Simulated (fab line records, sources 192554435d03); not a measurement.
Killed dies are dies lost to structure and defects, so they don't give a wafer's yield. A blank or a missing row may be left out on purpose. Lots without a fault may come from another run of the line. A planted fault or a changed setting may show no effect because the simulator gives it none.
Chamber matching | flow n5_finfet | N5_MIM_TOP_LITHO_DESCUM_10 on rie_diel-06: 4 sister chambers
The step chemistry O2, time 7.9 s. 4 wafers are shown with their chamber, then 7 later ones without.

WAFERS WITH THEIR CHAMBER
wafer  | chamber | drypump_motor_current_A (A)
L083.2 | 0       | 5.3
L084.4 | 1       | 5.9
L094.3 | 2       | 5.4
L094.5 | 3       | 4.9

WAFERS WITHOUT THEIR CHAMBER
wafer  | drypump_motor_current_A (A)
L094.6 | 5.4
L093.1 | 5.9
L093.3 | 5.2
L093.5 | 5.4
L097.1 | 5.3
L097.3 | 5.4
L097.4 | 5.0

WHICH CHAMBER EACH WENT THROUGH
wafer  | from the rows above     | in truth
L094.6 | can't be placed: 2 or 0 | 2
L093.1 | 1                       | 1
L093.3 | can't be placed: 0 or 2 | 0
L093.5 | can't be placed: 2 or 0 | 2
L097.1 | can't be placed: 0 or 2 | 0
L097.3 | can't be placed: 2 or 0 | 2
L097.4 | 3                       | 3
Placed correctly: 2 of 7. Can't be placed from these rows: 5 (the true chamber is among the candidates in 5). Placed wrongly: 0.
How it was worked out, from the rows above alone: a wafer's distance from a chamber is the root of the sum, over the readings, of the square of ((its reading less the chamber's mean) divided by the reading's scatter). The wafer belongs to the nearest chamber; if the next one is less than 2 further off, it can't be placed. A chamber's mean is the mean of its shown wafers. The scatter: with one shown wafer a chamber, the root of the mean of the squares of how far each hidden wafer lies from its nearest shown one.
